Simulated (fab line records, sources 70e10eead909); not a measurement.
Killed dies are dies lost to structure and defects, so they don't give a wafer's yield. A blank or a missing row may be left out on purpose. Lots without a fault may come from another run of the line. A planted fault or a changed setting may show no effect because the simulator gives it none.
Tool commonality check | flow nand_harc | 3 lots, 9 wafers sampled

WHY IT WAS OPENED
At NHARC_END_SORT_01 the reading killed_at_other is flagged on 3 of 3 lots. Wafers without a fault read 1.0, standard deviation 1.2.
Rule: a lot is flagged when every wafer of it that has a number lies more than 4 standard deviations from that mean, or none has a number. The other lots count as sound.

lot  | measured     | on        | killed_at_other, wafer by wafer | flag
L352 | day 28 12:35 | prober-01 | 639 637 637                     | FLAGGED
L351 | day 29 05:36 | prober-01 | 593 592 608                     | FLAGGED
L354 | day 29 15:25 | prober-02 | 654 645 649                     | FLAGGED
The numbers of the flagged lots are 628.2 on average: +627.2 against the usual, or +99 or more standard deviations.

WHICH TOOL RAN EACH LOT
The record holds 2 process steps before the reading, out of a route of 1302 steps. In each cell: the tool, then ch and the chambers that the sampled wafers went through, then the start.
lot  | flag    | NHARC_THIN_TSV_DEGAS_53      | NHARC_THIN_TSV_ETCH_36
L352 | FLAGGED | pvd_sputter-02, day 28 02:39 | rie_metal-01 ch 1, day 28 04:19
L351 | FLAGGED | pvd_sputter-02, day 28 14:46 | rie_metal-02 ch 0,1, day 28 16:20
L354 | FLAGGED | pvd_sputter-01, day 29 04:45 | rie_metal-03 ch 0,1, day 29 06:27
What these steps do:
- NHARC_THIN_TSV_DEGAS_53: time 60 s.
- NHARC_THIN_TSV_ETCH_36: etches the open film in Cl2/BCl3, target depth 65 nm, time 18.571 s.
- NHARC_END_SORT_01

FLAGGED OVER TOTAL, TOOL BY TOOL (the gauges that took the reading come last)
step                    | tool           | lots run | flagged | share of the flagged lots | sound lots run after its first flagged lot
NHARC_THIN_TSV_DEGAS_53 | pvd_sputter-01 | 1        | 1       | some                      | 0
NHARC_THIN_TSV_DEGAS_53 | pvd_sputter-02 | 2        | 2       | some                      | 0
NHARC_THIN_TSV_ETCH_36  | rie_metal-01   | 1        | 1       | some                      | 0
NHARC_THIN_TSV_ETCH_36  | rie_metal-02   | 1        | 1       | some                      | 0
NHARC_THIN_TSV_ETCH_36  | rie_metal-03   | 1        | 1       | some                      | 0
NHARC_END_SORT_01       | prober-01      | 2        | 2       | some                      | 0
NHARC_END_SORT_01       | prober-02      | 1        | 1       | some                      | 0

WHAT THE TABLE ALLOWS
No row of the table ran every flagged lot.

WHAT THE SIMULATOR HAD PUT IN
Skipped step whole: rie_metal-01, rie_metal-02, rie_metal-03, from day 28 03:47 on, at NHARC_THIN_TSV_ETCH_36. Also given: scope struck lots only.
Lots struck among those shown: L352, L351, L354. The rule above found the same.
